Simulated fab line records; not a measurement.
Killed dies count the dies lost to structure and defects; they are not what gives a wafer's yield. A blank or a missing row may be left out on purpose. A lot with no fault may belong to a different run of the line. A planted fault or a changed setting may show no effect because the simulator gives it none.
Which tool was responsible? :: flow nand-harc :: 12 lots, 36 wafers sampled, at 1 step of a route of 1302

## WHAT EACH GAUGE READ, for each wafer
NHARC_P_M2_OVL_MEAS_10: pitch 340 nm.
lot: L075
measured: day 6 17:31
on: overlay-02
overlay-x-nm (nm): -1.7 -1.9 -2.2

lot: L077
measured: day 7 16:29
on: overlay-01
overlay-x-nm (nm): 0.2 0.2 0.8

lot: L079
measured: day 8 14:58
on: overlay-01
overlay-x-nm (nm): -0.1 0.2 0.6

lot: L081
measured: day 9 06:06
on: overlay-01
overlay-x-nm (nm): 2.4 2.1 1.9

lot: L083
measured: day 10 08:35
on: overlay-02
overlay-x-nm (nm): -0.4 -0.7 -0.8

lot: L085
measured: day 10 21:01
on: overlay-01
overlay-x-nm (nm): 0.0 0.0 -0.6

lot: L087
measured: day 12 10:22
on: overlay-02
overlay-x-nm (nm): -0.3 -0.8 -0.4

lot: L088
measured: day 12 11:15
on: overlay-02
overlay-x-nm (nm): 1.8 1.9 2.1

lot: L091
measured: day 13 12:17
on: overlay-02
overlay-x-nm (nm): 0.1 0.1 -0.1

lot: L093
measured: day 14 10:26
on: overlay-02
overlay-x-nm (nm): 2.4 1.9 1.5

lot: L095
measured: day 15 09:47
on: overlay-02
overlay-x-nm (nm): 1.4 1.4 1.3

lot: L097
measured: day 16 01:59
on: overlay-01
overlay-x-nm (nm): 0.5 0.9 1.5

## EACH LOT AND THE TOOL THAT RAN IT (in order: tool; ch and the chambers of the sampled wafers; start)
The record shows no process step preceding these readings.

## THE ANSWER, worked out from the rows above alone
Rule: the usual values come from the lots themselves. Put in order of their means at a reading, lots are off if they are a third of the lots or fewer, leave a main group of 4 or more, and stand apart from it by a gap of 3 or more times the standard deviation of the main group's means; of several such gaps the widest counts. A main group whose means are all the same, to the digits that the tables above print for the reading, isn't used. A lot without any number at a reading at which 4 lots or more have one is off too. Where the step has rows for the other lots, those lots are counted as sound.
None of the lots is off at any reading shown; this tells nothing.

## WHAT THE SIMULATOR HAD PUT IN
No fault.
